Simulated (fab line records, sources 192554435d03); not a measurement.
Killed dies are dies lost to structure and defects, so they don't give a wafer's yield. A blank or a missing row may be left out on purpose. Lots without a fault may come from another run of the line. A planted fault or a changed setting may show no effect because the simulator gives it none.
Chamber matching | flow n5_finfet | N5_ILD0_ALD_15 on ald_sin-02: 4 sister chambers
The step deposits SiNx, target thk 24 nm, pulse time 1 s, ald cycles 480. 7 wafers are shown with their chamber, then 7 later ones without.

WAFERS WITH THEIR CHAMBER
wafer  | chamber | heater_power_w (W) | precursor_pulse_height_rel
L087.4 | 0       | 904                | 1.030
L087.5 | 2       | 873                | 1.006
L088.1 | 3       | 822                | 1.018
L088.2 | 1       | 750                | 1.001
L088.5 | 3       | 825                | 1.014
L093.2 | 2       | 848                | 0.990
L093.4 | 0       | 919                | 1.016

WAFERS WITHOUT THEIR CHAMBER
wafer  | heater_power_w (W) | precursor_pulse_height_rel
L093.6 | 911                | 0.996
L095.1 | 776                | 0.959
L095.3 | 865                | 1.007
L095.4 | 936                | 1.033
L096.1 | 771                | 0.975
L096.3 | 886                | 1.001
L096.4 | 883                | 1.019

WHICH CHAMBER EACH WENT THROUGH
wafer  | from the rows above     | in truth
L093.6 | can't be placed: 0 or 2 | 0
L095.1 | 1                       | 1
L095.3 | 2                       | 2
L095.4 | 0                       | 0
L096.1 | 1                       | 1
L096.3 | can't be placed: 2 or 0 | 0
L096.4 | can't be placed: 0 or 2 | 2
Placed correctly: 4 of 7. Can't be placed from these rows: 3 (the true chamber is among the candidates in 3). Placed wrongly: 0.
How it was worked out, from the rows above alone: a wafer's distance from a chamber is the root of the sum, over the readings, of the square of ((its reading less the chamber's mean) divided by the reading's scatter). The wafer belongs to the nearest chamber; if the next one is less than 2 further off, it can't be placed. A chamber's mean is the mean of its shown wafers. The scatter: the root of (the sum of the squares of (reading less its chamber's mean) over the shown wafers, divided by (wafers less chambers)).
